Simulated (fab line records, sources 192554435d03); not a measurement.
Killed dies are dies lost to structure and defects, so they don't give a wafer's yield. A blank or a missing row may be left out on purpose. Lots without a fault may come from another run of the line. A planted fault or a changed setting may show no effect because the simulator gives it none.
A struck lot beside a sound one | flow n5_finfet | 34 steps out of a route of 1938
Sound: wafers L847.1, L847.2, L847.3. Struck: wafer L849.4. (L849.2, L849.6 of the same lot were not struck and are left out.) The cause comes at the end.
At each step with rows: each side's tool, then ch and its chambers, then its first start. Under that, the readings that differ: sound wafers | struck wafers | difference of the means | sigmas: that difference in standard deviations of wafers without a fault.
alike: readings whose means differ by less than 2 such deviations, and words and numbers that are the same on both sides. not compared: withheld readings, readings that some wafer has no value for, bounds like >300 that may hide the same value, and numbers for which the record gives no deviation and whose values overlap.
The two part at a step that has a row with sigmas, a row that says differs or no value, or rows on one side only. Numbers that don't overlap but have no deviation are shown without sigmas and don't part them. A reading that every wafer of one side lacks parts them only if that side has two wafers or more.

first, 11 steps without rows for these wafers: N5_BEOL_M12_TRENCH_ETCH_34 (etches SiOC in C4F8/O2/Ar, target depth 318.95 nm, time 125.5 s); N5_BEOL_M12_STRIP_70 (strips in C4F8/O2/Ar); N5_BEOL_M12_STRIP_37 (strips in N2/H2); N5_BEOL_M12_ETCH_38 (etches SiCN in CF4/N2, target depth 68.7 nm, time 73.4 s); N5_BEOL_M12_PRECLEAN_39 (cleans in residue remover, time 60 s); N5_BEOL_M12_SRD_40 (time 30 s, dry time 30 s); N5_BEOL_M12_DEGAS_41 (time 60 s); N5_BEOL_M12_PRE_CLEAN_42 (time 30 s); N5_BEOL_M12_SPUTTER_43 (material TaN, target thk 15 nm, time 24.19 s); N5_BEOL_M12_SPUTTER_44 (material Ta, target thk 10 nm, time 16.13 s); N5_BEOL_M12_SPUTTER_45 (material Cu, target thk 80 nm, time 13.33 s).
N5_BEOL_M12_ECD_47: material Cu, target thk 720 nm.
  sound on ecd_cu-01 ch 0,1, day 14 18:05; struck on ecd_cu-01 ch 0,1, day 14 23:53
then, 21 steps without rows for these wafers: N5_BEOL_M12_ANNEAL_48 (time 90 s); N5_BEOL_M12_CMP_49 (polishes, stops on SiOC, t overpolish 20.6 s, target thk 320 nm); N5_BEOL_M12_PRE_CLEAN_52 (time 15 s); N5_BEOL_M12_DEP_53 (deposits SiCN from 3MS/NH3, target thk 30 nm, time 10.5 s); N5_BEOL_M13_ILD_DEP_00 (deposits SiOC from DEMS/O2, target thk 837.92 nm, time 166.4 s); N5_BEOL_M13_COAT_58 (time 60 s, resist thk 89 nm); N5_BEOL_M13_COAT_04 (resist thk 400 nm); N5_BEOL_M13_EBR_06; N5_BEOL_M13_SOFTBAKE_05 (time 60 s); N5_BEOL_M13_EXPOSE_07 (exposes mask V12); N5_BEOL_M13_PEB_08 (peb time 90 s); N5_BEOL_M13_DEVELOP_09 (develop time 45 s); N5_BEOL_M13_HARDBAKE_14 (time 120 s); N5_BEOL_M13_DESCUM_15 (chemistry O2, time 7.9 s); N5_BEOL_M13_ETCH_59 (etches BARC in N2/H2, target depth 89 nm, overetch 26.7 nm, time 67.9 s); N5_BEOL_M13_VIA_ETCH_16 (etches SiOC in C4F8/O2/Ar, target depth 921.7 nm); N5_BEOL_M13_STRIP_63 (strips in N2/H2); N5_BEOL_M13_STRIP_64 (strips in N2/H2); N5_BEOL_M13_STRIP_71 (strips in post etch residue remover, time 60 s); N5_BEOL_M13_SRD_72 (time 30 s, dry time 30 s); N5_BEOL_M13_COAT_65 (time 60 s, resist thk 350 nm).
-- the record jumps here: 2 days lie between the struck wafers' starts before and after (it left off in module BEOL_M13 and takes up again in module PASSIVATION, whose first step shown is number 1936 of the route) --
N5_PASSIVATION_PROBE_49:
  the record has rows for the struck wafers here (prober-01, day 17 00:41) and none for the sound ones

WHERE THEY PART
Only at N5_PASSIVATION_PROBE_49, within this record.

WHY: what the simulator had put in
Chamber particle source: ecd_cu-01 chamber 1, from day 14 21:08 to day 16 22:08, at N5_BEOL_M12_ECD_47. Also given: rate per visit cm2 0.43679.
